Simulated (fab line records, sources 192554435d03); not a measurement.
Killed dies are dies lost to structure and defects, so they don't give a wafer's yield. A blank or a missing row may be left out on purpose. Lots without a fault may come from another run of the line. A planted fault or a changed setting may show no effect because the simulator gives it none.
fab line records | flow n5_finfet
record lots=12 wafers=33 last_day=18
route steps=1938 shown BEOL_M6@1254 BEOL_M7@1264
lots that met no fault: from a run of the same line without faults
start_h: hours from the record's first day to the start of the lot's first wafer shown | wait_h: hours since the lot's step before | " the same as in the row above | L1.1+2: a row that stands for several wafers | - no value, or no start given | * or withheld: withheld | < > ~ a bound
route shown NAME@n: a module of which the file shows steps, and the number in the route of the first | usual: mean/standard deviation of fault-free wafers | same: alike in all rows | chamber/n: place in a boat | sites: the reading at each site | _std_site: their standard deviation | _edge_site: outer sites' mean less inner sites' | radius_mm: how far each site lies from the wafer's centre | mask NAME#n: copy n | behind: the tool/chamber that last shaped the wafer | hold: why the lot was held/for how many hours/how that ended | device: the transistor (n, p or np) that didn't switch | end of line: the same wafers' tests at the end of the route | a step without rows: its recipe alone | killed: dies lost to structure and defects at the first sort, not the wafer's yield | map: a wafer's dies, x killed, . not, _ none there
set.NAME: the setting as run; set.NAME@STEP: as run at that earlier step | model.NAME: the simulator's own value behind a step, which no gauge read
steps of the route over a sample of lots; a table a step, a row a wafer
services: from which hour (start_h, from the record's first day; less than 0 if before it) a tool's chamber was out of use, for how many hours, and why
## steps
# step N5_BEOL_M6_SPUTTER_48
# recipe material=Cu target_thk_a=100 temp_c=-20 bias_v=60 power_w=26000 chamber_pressure_pa=0.13 time_s=1.667
# usual chamber_pressure_pa=0.12998/0.00027 throttle_valve_pct=30.1/0.99
# columns lot.wafer tool chamber start_h wait_h chamber_pressure_pa throttle_valve_pct
L382.2 pvd_sputter-03 - 198.94 0.5 0.13004 29.9
L382.3 " - " " 0.12979 30.6
L382.4 " - " " 0.13033 31.0
L384.1 pvd_sputter-03 - 210.90 1.6 0.13015 29.9
L384.4 " - " " 0.12998 31.1
L384.6 " - " " 0.1303 29.8
L386.3 pvd_sputter-03 - 218.40 0.2 0.13013 29.8
L386.4 " - " " 0.13004 30.8
L386.5 " - " " 0.13 30.8
L387.3 pvd_sputter-01 - 226.82 0.1 0.12985 30.9
L387.5 " - " " 0.13002 29.8
L388.3 pvd_sputter-01 - 235.48 0.1 0.13016 31.0
L388.5 " - " " 0.13021 30.9
L396.2 pvd_sputter-03 - 284.72 0.1 0.12971 30.6
L396.3 " - " " 0.12993 31.1
L396.5 " - " " 0.13041 29.9
L394.1 pvd_sputter-03 - 284.88 0.1 0.1295 29.9
L394.3 " - " " 0.12985 30.4
L394.4 " - " " 0.12991 29.9
L398.1 pvd_sputter-02 - 302.09 0.1 0.12996 31.2
L398.3 " - " " 0.13023 29.6
L399.3 pvd_sputter-02 - 302.21 0.1 0.12982 29.9
L399.4 " - " " 0.13049 28.0
L399.6 " - " " 0.12959 30.9
L400.1 pvd_sputter-02 - 306.94 0.1 0.13006 29.6
L400.5 " - " " 0.12996 27.9
L400.6 " - " " 0.13009 31.2
L401.2 pvd_sputter-03 - 313.63 0.1 0.1297 29.6
L401.3 " - " " 0.12995 30.9
L401.4 " - " " 0.1301 30.4
L403.3 pvd_sputter-02 - 338.98 0.1 0.12957 29.8
L403.5 " - " " 0.13031 31.2
L403.6 " - " " 0.12965 27.5
# step N5_BEOL_M6_ANNEAL_51
# recipe temp_c=225 time_s=90 ambient=N2
# usual anneal_temp_c_max=226.3/0.43 wafer_temp_C_max=226.3/0.4
# columns lot.wafer tool chamber start_h wait_h anneal_temp_c_max wafer_temp_C_max
L382.2 rtp_anneal-02 0 199.19 0.1 226.0 225.7
L382.3 " 0 " " 226.6 225.9
L382.4 " 0 " " 226.4 226.2
L384.1 rtp_anneal-02 0 211.11 0.1 226.0 226.1
L384.4 " 0 " " 226.3 225.9
L384.6 " 0 " " 226.5 225.8
L386.3 rtp_anneal-01 0 218.71 0.1 226.0 226.5
L386.4 " 0 " " 225.5 226.6
L386.5 " 0 " " 225.9 226.3
L387.3 rtp_anneal-01 0 227.12 0.1 226.0 226.2
L387.5 " 0 " " 225.8 226.8
L388.3 rtp_anneal-02 0 235.78 0.1 226.6 225.9
L388.5 " 0 " " 226.0 225.8
L396.2 rtp_anneal-01 0 285.19 0.3 225.9 226.8
L396.3 " 0 " " 225.7 226.4
L396.5 " 0 " " 225.8 226.8
L394.1 rtp_anneal-01 0 285.54 0.5 225.5 226.7
L394.3 " 0 " " 226.2 226.0
L394.4 " 0 " " 225.9 226.6
L398.1 rtp_anneal-01 0 303.15 0.9 226.0 226.4
L398.3 " 0 " " 226.0 227.2
L399.3 rtp_anneal-02 0 303.53 1.2 226.6 226.1
L399.4 " 0 " " 226.4 226.5
L399.6 " 0 " " 227.2 226.2
L400.1 rtp_anneal-01 0 307.19 0.1 226.0 226.9
L400.5 " 0 " " 225.9 227.0
L400.6 " 0 " " 225.7 226.7
L401.2 rtp_anneal-01 0 314.01 0.2 225.7 226.8
L401.3 " 0 " " 225.9 226.7
L401.4 " 0 " " 225.8 226.5
L403.3 rtp_anneal-02 0 339.28 0.1 226.7 226.4
L403.5 " 0 " " 227.0 226.0
L403.6 " 0 " " 226.8 226.4
# step N5_BEOL_M7_CURE_74
# recipe temp_c=385 time_s=240 ambient=He/Ar material=SiCOH_lowk
# usual lamp_power_pct=52.32/0.054 wafer_temp_C_max=386.6/0.52
# columns lot.wafer tool chamber start_h wait_h lamp_power_pct wafer_temp_C_max
L382.2 uv_cure-02 1 200.08 0.1 52.28 386.9
L382.3 " 1 " " 52.31 387.0
L382.4 " 1 " " 52.38 387.7
L384.1 uv_cure-02 0 211.96 0.0 52.29 386.4
L384.4 " 0 " " 52.28 386.7
L384.6 " 0 " " 52.26 386.3
L386.3 uv_cure-01 2 219.62 0.2 52.26 386.0
L386.4 " 2 " " 52.32 386.1
L386.5 " 2 " " 52.28 385.8
L387.3 uv_cure-03 1 228.14 0.3 52.31 386.2
L387.5 " 1 " " 52.33 386.0
L388.3 uv_cure-01 1 236.73 0.2 52.23 386.3
L388.5 " 1 " " 52.30 386.3
L396.2 uv_cure-01 0 286.08 0.1 52.29 386.9
L396.3 " 0 " " 52.39 387.1
L396.5 " 0 " " 52.44 386.9
L394.1 uv_cure-02 2 286.69 0.3 52.30 385.9
L394.3 " 2 " " 52.37 386.2
L394.4 " 2 " " 52.26 386.0
L398.1 uv_cure-03 2 304.00 0.0 52.38 387.4
L398.3 " 2 " " 52.32 387.1
L399.3 uv_cure-01 0 304.61 0.2 52.32 387.3
L399.4 " 0 " " 52.27 388.0
L399.6 " 0 " " 52.19 387.9
L400.1 uv_cure-02 2 308.31 0.0 52.33 386.2
L400.5 " 2 " " 52.19 386.4
L400.6 " 2 " " 52.25 386.2
L401.2 uv_cure-03 1 315.13 0.3 52.35 386.4
L401.3 " 1 " " 52.36 385.9
L401.4 " 1 " " 52.46 386.5
L403.3 uv_cure-02 0 340.20 0.2 52.31 386.8
L403.5 " 0 " " 52.37 386.4
L403.6 " 0 " " 52.34 387.2
# step N5_BEOL_M7_VIA_ETCH_34
# recipe chemistry=C4F6/O2 target=SiCOH_lowk target_depth_a=1255 mask_material=SOC taper_deg=4 time_s=50.5 ion_energy_ev=250 pressure_mtorr=30 source_w=345 bias_w=185 Ar_flow_sccm=300 C4F6_flow_sccm=10 O2_flow_sccm=10
# usual drypump_motor_current_A=5.7/0.58 oes_ar_750_au=0.79/0.077 oes_product_au=0.80/0.085 rf_vpp_V=673/13 run_length_s=73.8/0.47 showerhead_plenum_p_Torr=2.85/0.088 throttle_valve_pct=20.83/0.28
# columns lot.wafer tool chamber start_h wait_h drypump_motor_current_A oes_ar_750_au oes_product_au rf_hours_counter_h rf_vpp_V run_length_s showerhead_plenum_p_Torr throttle_valve_pct
L382.2 rie_diel-04 3 204.06 0.0 6.6 0.72 0.73 195 679 74.0 2.71 21.19
L382.3 " 2 " " 5.7 0.85 0.87 28 701 74.3 2.94 21.15
L382.4 " 3 " " 6.6 0.72 0.73 - 677 73.5 2.71 21.20
L384.1 rie_diel-03 1 214.85 0.0 5.3 0.74 0.75 180 677 74.1 2.86 20.87
L384.4 " 3 " " 6.3 0.71 0.70 212 686 73.9 2.95 20.97
L384.6 " 3 " " 6.2 0.71 0.71 - 685 73.8 2.95 20.98
L386.3 rie_diel-03 0 225.68 0.0 5.0 0.83 0.84 80 670 74.1 2.87 20.41
L386.4 " 1 " " 5.3 0.75 0.76 183 676 73.5 2.86 20.87
L386.5 " 1 " " 5.3 0.75 0.75 - 678 71.0 2.86 20.88
L387.3 rie_diel-03 2 231.38 0.0 5.5 0.68 0.67 239 680 72.8 2.71 21.23
L387.5 " 0 " " 5.0 0.82 0.84 - 672 71.1 2.87 20.41
L388.3 rie_diel-03 1 241.89 0.0 5.3 0.74 0.75 188 678 73.8 2.85 20.88
L388.5 " 1 " " 5.3 0.75 0.75 - 677 71.3 2.85 20.87
L396.2 rie_diel-01 1 290.46 0.0 5.2 0.70 0.67 241 648 73.6 2.78 21.13
L396.3 " 2 " " 6.1 0.88 0.89 50 661 74.1 2.75 20.38
L396.5 " 2 " " 6.1 0.89 0.90 - 661 74.1 2.75 20.38
L394.1 rie_diel-01 3 290.94 0.0 6.4 0.81 0.83 90 673 74.1 2.79 20.92
L394.3 " 1 " " 5.2 0.69 0.68 241 647 74.0 2.78 21.14
L394.4 " 2 " " 6.1 0.88 0.89 50 662 73.7 2.75 20.37
L399.3 rie_diel-03 3 309.33 0.0 6.3 0.69 0.68 247 686 73.9 2.94 21.03
L399.4 " 0 " " 5.0 0.80 0.80 - 672 73.6 2.85 20.47
L399.6 " 3 " " 6.3 0.69 0.68 - 685 73.7 2.94 21.01
L398.1 rie_diel-01 1 309.68 0.0 5.2 0.69 0.68 246 648 73.6 2.77 21.13
L398.3 " 2 " " 6.1 0.88 0.89 54 663 74.1 2.75 20.41
L400.1 rie_diel-03 3 311.91 0.0 6.2 0.69 0.69 248 684 73.8 2.94 21.02
L400.5 " 0 " " 5.0 0.80 0.79 - 670 73.6 2.85 20.46
L400.6 " 2 " " 5.5 0.91 0.92 - 693 72.8 3.04 20.79
L401.2 rie_diel-03 2 322.60 0.0 5.5 0.91 0.92 16 693 73.4 3.04 20.79
L401.3 " 1 " " 5.3 0.74 0.74 199 675 73.4 2.85 20.91
L401.4 " 2 " " 5.5 0.90 0.92 - 693 73.0 3.04 20.78
L403.3 rie_diel-01 3 345.37 0.0 6.4 0.81 0.82 104 673 74.5 2.78 20.93
L403.5 " 2 " " 6.1 0.86 0.87 - 660 73.6 2.75 20.42
L403.6 " 0 " " 4.7 0.81 0.82 - 654 74.0 2.87 20.77
## services
# columns tool chamber start_h hours kind
uv_cure-01 - 186.94 2.8 pm
rie_diel-04 0 197.34 - clean
uv_cure-02 - 198.27 0.5 repair
rie_diel-04 1 221.30 13.8 repair
uv_cure-01 - 222.49 1.4 repair
rie_diel-01 1 240.27 4.0 repair
rie_diel-03 2 265.86 - clean
rie_diel-03 2 265.86 - consumable_replace:focus_ring
rie_diel-03 2 265.86 - consumable_replace:showerhead
rie_diel-03 2 265.86 14.9 scheduled_down
rie_diel-03 2 265.86 14.9 vent_cycle
uv_cure-02 - 268.20 2.1 pm
rie_diel-04 2 273.35 7.5 repair
pvd_sputter-02 - 279.52 3.8 repair
rie_diel-03 3 316.84 - clean
rie_diel-03 3 316.84 - consumable_replace:focus_ring
rie_diel-03 3 316.84 13.1 scheduled_down
rie_diel-03 3 316.84 13.1 vent_cycle
pvd_sputter-01 - 320.04 19.6 repair
rie_diel-01 1 324.46 - clean
rie_diel-01 1 324.46 - consumable_replace:focus_ring
rie_diel-01 1 324.46 33.2 scheduled_down
rie_diel-01 1 324.46 33.2 vent_cycle
rie_diel-04 1 328.93 6.7 repair
## key
first_sign step=N5_BEOL_M7_VIA_ETCH_34 reading=run_length_s direction=down sigmas=5.6 usual=* struck=*
effect none on later readings
met_at N5_BEOL_M7_VIA_ETCH_34
struck_lots L386,L387,L388
struck_wafers L386.5,L387.5,L388.5
not_acting_at N5_BEOL_M6_SPUTTER_48,N5_BEOL_M6_ANNEAL_51,N5_BEOL_M7_CURE_74
onset_between 214.85 225.68
fault kind=process_parameter_drift tool=rie_diel-03 chamber=- onset_h=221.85 steps=N5_BEOL_M7_VIA_ETCH_34 channel=time_s offset=* shape=step end_h=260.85 scope=struck_wafers_only acts_in=* stated=*
